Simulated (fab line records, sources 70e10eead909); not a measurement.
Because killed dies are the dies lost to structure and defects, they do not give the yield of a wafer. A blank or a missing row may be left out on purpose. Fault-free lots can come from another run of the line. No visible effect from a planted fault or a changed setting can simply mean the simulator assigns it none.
Matching of chambers + flow nand_harc + 3 sister chambers for NHARC_P_M2_DEP_33 on pecvd-01
The step deposits SiCN, target thk 30 nm. 6 wafers are shown with their chamber, then 12 later ones without.

EACH WAFER AND ITS CHAMBER
| wafer  | chamber | heater_power_outer_w (W) | heater_power_w (W) |
|--------|---------|--------------------------|--------------------|
| L084.4 | 2       | 287                      | 496                |
| L085.5 | 1       | 315                      | 587                |
| L085.6 | 0       | 365                      | 561                |
| L087.2 | 1       | 243                      | 496                |
| L087.3 | 0       | 419                      | 626                |
| L087.5 | 2       | 241                      | 454                |

WAFERS WITHOUT THEIR CHAMBER
| wafer  | heater_power_outer_w (W) | heater_power_w (W) |
|--------|--------------------------|--------------------|
| L089.1 | 268                      | 474                |
| L089.2 | 391                      | 614                |
| L089.6 | 264                      | 467                |
| L093.2 | 384                      | 574                |
| L093.4 | 291                      | 479                |
| L093.6 | 262                      | 522                |
| L096.1 | 454                      | 696                |
| L096.3 | 298                      | 575                |
| L096.6 | 297                      | 562                |
| L097.1 | 393                      | 602                |
| L097.4 | 312                      | 581                |
| L097.5 | 324                      | 538                |

CHAMBER TAKEN BY EACH
| wafer  | from the rows above          | in truth |
|--------|------------------------------|----------|
| L089.1 | can't be placed: 2 or 1      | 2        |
| L089.2 | 0                            | 0        |
| L089.6 | can't be placed: 2 or 1      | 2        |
| L093.2 | 0                            | 0        |
| L093.4 | can't be placed: 2 or 1      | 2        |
| L093.6 | can't be placed: 1 or 2      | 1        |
| L096.1 | 0                            | 0        |
| L096.3 | can't be placed: 1 or 2 or 0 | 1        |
| L096.6 | can't be placed: 1 or 2 or 0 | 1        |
| L097.1 | 0                            | 0        |
| L097.4 | can't be placed: 1 or 0 or 2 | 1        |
| L097.5 | can't be placed: 1 or 2 or 0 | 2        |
Correctly placed: 4 of 12. Cannot be placed on the basis of these rows: 8; the candidates contain the true chamber in 8. Number placed wrongly: 0.
How it was worked out, from the rows above alone: a wafer's distance from a chamber is the root of the sum, over the readings, of the square of ((its reading less the chamber's mean) divided by the reading's scatter). The wafer belongs to the nearest chamber; if the next one is less than 2 further off, it can't be placed. Each chamber's mean is taken over the wafers shown for it. The scatter: take each reading less its chamber's mean, square it, sum over the shown wafers, divide by the number of wafers less the number of chambers, and take the root.
